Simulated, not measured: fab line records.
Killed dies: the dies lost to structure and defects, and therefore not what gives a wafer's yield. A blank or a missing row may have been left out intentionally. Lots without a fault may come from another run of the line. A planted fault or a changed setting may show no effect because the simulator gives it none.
Lot-split experiment | flow n5_finfet | on a route of 1938 steps: 7 lots, 21 wafers read

## THE SPLIT ITSELF
At N5_WELL_APT_COAT_02 (resist thk 950 nm), the setting spin_rpm was moved away from the recipe's 1357 rpm on 5 of the 21 wafers read, by -11.0% to +9.8%. This setting was run at the recipe's value on the other wafers.

The reading is taken at the split's own step.

## THE READING
coat_of_WELL_APT_COAT_02.thk_nm (the simulator's own value, which no gauge read), in nm, at N5_WELL_APT_COAT_02 (resist thk 950 nm). The file gives no usual value for it. Across the 16 wafers here that went through the recipe, the average is 951.9 nm and the standard deviation 2.2 nm.

wafer  | tool, chamber at the split | spin_rpm as run, rpm | against the recipe | coat_of_WELL_APT_COAT_02.thk_nm, nm | against lot-mates on the recipe
L074.4 | litho_track-02, 0          | 1273                 | -6.2%              | 980.3                               | +30.0
L074.5 | litho_track-02, 0          | 1357                 | recipe             | 950.3                               | -
L074.6 | litho_track-02, 0          | 1357                 | recipe             | 950.2                               | -
L075.2 | litho_track-05, 0          | 1357                 | recipe             | 952.9                               | -
L075.3 | litho_track-05, 0          | 1208                 | -11.0%             | 1009                                | +55.0
L075.6 | litho_track-05, 0          | 1357                 | recipe             | 955                                 | -
L078.2 | litho_track-02, 0          | 1357                 | recipe             | 952.7                               | -
L078.4 | litho_track-02, 0          | 1357                 | recipe             | 955.7                               | -
L078.6 | litho_track-02, 0          | 1490                 | +9.8%              | 909                                 | -45.2
L080.1 | litho_track-05, 0          | 1357                 | recipe             | 947.2                               | -
L080.4 | litho_track-05, 0          | 1357                 | recipe             | 950.2                               | -
L080.5 | litho_track-05, 0          | 1357                 | recipe             | 952                                 | -
L084.3 | litho_track-03, 0          | 1357                 | recipe             | 951.9                               | -
L084.4 | litho_track-03, 0          | 1357                 | recipe             | 950.3                               | -
L084.5 | litho_track-03, 0          | 1357                 | recipe             | 952.3                               | -
L088.1 | litho_track-05, 0          | 1357                 | recipe             | 955.3                               | -
L088.3 | litho_track-05, 0          | 1357                 | recipe             | 953                                 | -
L088.4 | litho_track-05, 0          | 1295                 | -4.6%              | 976.2                               | +22.1
L096.1 | litho_track-03, 0          | 1357                 | recipe             | 951.4                               | -
L096.2 | litho_track-03, 0          | 1443                 | +6.3%              | 921.7                               | -28.6
L096.6 | litho_track-03, 0          | 1357                 | recipe             | 949.2                               | -

THE FIT
A straight line over all 21 wafers: coat_of_WELL_APT_COAT_02.thk_nm changes by -4.82 nm for each +1% of spin_rpm; r = -0.99; the points scatter about the line by 2.5 nm.
The same after taking each lot's own level away (the mean of its wafers on the recipe; 21 wafers): -4.79 nm for each +1%; r = -1.00; scatter 1.4 nm.
The reading moves by 53 nm for the largest change in spin_rpm, on that fit.
The span of the lots' own levels, 949.80 to 954.20 nm, comes to 2.0 times the standard deviation stated above.
The two slopes agree, so the slope changes little with the lot-to-lot level.
Check: for one of the wafers moved furthest among these (-11.0%), held out of the fit, the line's prediction against its lot-mates is +51.4 nm. It came out at +55 nm against them.

## THE FILE'S OWN FIT
coat_of_WELL_APT_COAT_02.thk_nm changes by -4.8 nm for each +1% of spin_rpm, r = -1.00.
